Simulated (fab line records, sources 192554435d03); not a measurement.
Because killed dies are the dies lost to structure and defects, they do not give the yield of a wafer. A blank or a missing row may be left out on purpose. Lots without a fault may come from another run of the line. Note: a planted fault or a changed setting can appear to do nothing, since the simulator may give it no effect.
Struck lot and sound lot, side by side || flow n5 finfet || 36 out of 1938 route steps
Sound: these wafers, L452.1, L452.4, L452.6. Struck: wafer L447.3 (L447.1, L447.5, from the same lot, were not struck and are left out); the cause is given at the end.
Per side, at each step with rows, come the tool, then ch with its chambers, and then its first start. Under that, the readings that differ: sound wafers || struck wafers || difference of the means || sigmas: that difference in standard deviations of wafers without a fault.
alike: readings whose means differ by less than 2 such deviations, and words and numbers that are the same on both sides. not compared: withheld readings, readings that some wafer has no value for, bounds like >300 that may hide the same value, and numbers for which the record gives no deviation and whose values overlap.
The two part at a step that has a row with sigmas, a row that says differs or no value, or rows on one side only. When numbers do not overlap yet have no deviation, they are printed without sigmas and do not part them. A reading missing from all wafers of one side parts the sides only when that side holds two or more wafers.

first, 8 steps without rows for these wafers: N5_BEOL_M3_ECD_50 (material Cu, target thk 300 nm); N5_BEOL_M3_ANNEAL_51 (time 90 s); N5_BEOL_M3_CMP_52 (polishes, stops on SiOC, t overpolish 6.8 s, target thk 40 nm); N5_BEOL_M3_PRE_CLEAN_60 (time 15 s); N5_BEOL_M3_CO_CAP_55 (material Co, precursor CCTBA/H2, target thk 2 nm, time 102.1 s); N5_BEOL_M3_PRE_CLEAN_56 (time 15 s); N5_BEOL_M3_DEP_57 (deposits SiCN from 3MS/NH3, target thk 8 nm, time 14 s); N5_BEOL_M4_ILD_DEP_00 (deposits SiOC from DEMS/O2, target thk 79 nm, time 15.3 s).
N5_BEOL_M4_PECVD_72: deposits SiO2 from TEOS/O2, target thk 16 nm, time 18 s.
  sound on pecvd-01 ch 0,2, day 12 09:28; struck on pecvd-04 ch 0, day 11 09:20
{"reading": "susceptor temp C (C)", "sound": "400.20 399.67 399.99", "struck": 403.62, "difference": "+3.67", "sigmas": "+15"}
{"reading": "model.SiO2_of_BEOL_M4_PECVD_72.thk nm (nm)", "sound": "15.8 16 16", "struck": 15.4, "difference": -0.5, "sigmas": ""}
  alike: heater power w, showerhead plenum p Torr, throttle valve pct
then, 25 steps without rows for these wafers: N5_BEOL_M4_HM_DEP_02 (deposits TiN, target thk 20 nm); N5_BEOL_M4_COAT_61 (time 60 s, resist thk 60 nm); N5_BEOL_M4_COAT_62 (time 60 s, resist thk 12 nm); N5_BEOL_M4_COAT_73 (time 60 s, resist thk 5 nm); N5_BEOL_M4_COAT_05 (resist thk 30 nm); N5_BEOL_M4_EBR_07; N5_BEOL_M4_SOFTBAKE_06 (time 60 s); N5_BEOL_M4_EXPOSE_08 (exposes mask M4); N5_BEOL_M4_PEB_09 (peb time 60 s); N5_BEOL_M4_DEVELOP_10 (develop time 30 s); N5_BEOL_M4_DESCUM_16 (chemistry O2, time 7 s); N5_BEOL_M4_ETCH_74 (etches underlayer in N2/H2, target depth 6.5 nm, time 5.2 s); N5_BEOL_M4_ETCH_63 (etches SiARC in CF4, target depth 15.6 nm, time 26 s); N5_BEOL_M4_ETCH_64 (etches SOC in N2/H2, target depth 75 nm, overetch 22.5 nm, time 121.9 s); N5_BEOL_M4_STRIP_65 (strips in N2/H2); N5_BEOL_M4_STRIP_75 (strips in N2/H2); N5_BEOL_M4_STRIP_66 (strips in CF4); N5_BEOL_M4_HM_OPEN_17 (chemistry Cl2/BCl3, target TiN, target depth 20 nm, overetch 6 nm); N5_BEOL_M4_STRIP_19 (strips in O2); N5_BEOL_M4_COAT_67 (time 60 s, resist thk 60 nm); N5_BEOL_M4_COAT_68 (time 60 s, resist thk 12 nm); N5_BEOL_M4_COAT_76 (time 60 s, resist thk 5 nm); N5_BEOL_M4_COAT_22 (resist thk 30 nm); N5_BEOL_M4_EBR_24; N5_BEOL_M4_SOFTBAKE_23 (time 60 s).
N5_BEOL_M4_HM_STRIP_39: strips TiN in peroxide tin strip, target depth 25 nm, time 158 s.
  sound on wet bench-02 ch 1,4,5, day 12 17:15; struck on wet bench-02 ch 0, day 11 18:20
{"reading": "model.SiO2_of_BEOL_M4_PECVD_72.thk nm (nm)", "sound": "15.6 15.8 15.8", "struck": 15.2, "difference": -0.5, "sigmas": ""}
N5_BEOL_M4_RC_MEAS_101:
  sound on prober-02 ch 0, day 12 22:35; struck on prober-01 ch 0, day 11 23:21
{"reading": "ION_P (uA/um)", "sound": "463 451 449", "struck": 481, "difference": "+27", "sigmas": "+2"}
  alike: DIBL_N, DIBL_P, IOFF_N, IOFF_P, ION_N, SS_N, SS_P, VT_N, VT_P

## WHERE THEY PART
First at N5_BEOL_M4_PECVD_72; last, within this record, at N5_BEOL_M4_RC_MEAS_101.

WHY: the cause the simulator had injected
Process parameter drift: pecvd-04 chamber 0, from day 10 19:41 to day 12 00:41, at N5_BEOL_M4_PECVD_72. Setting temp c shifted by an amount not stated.
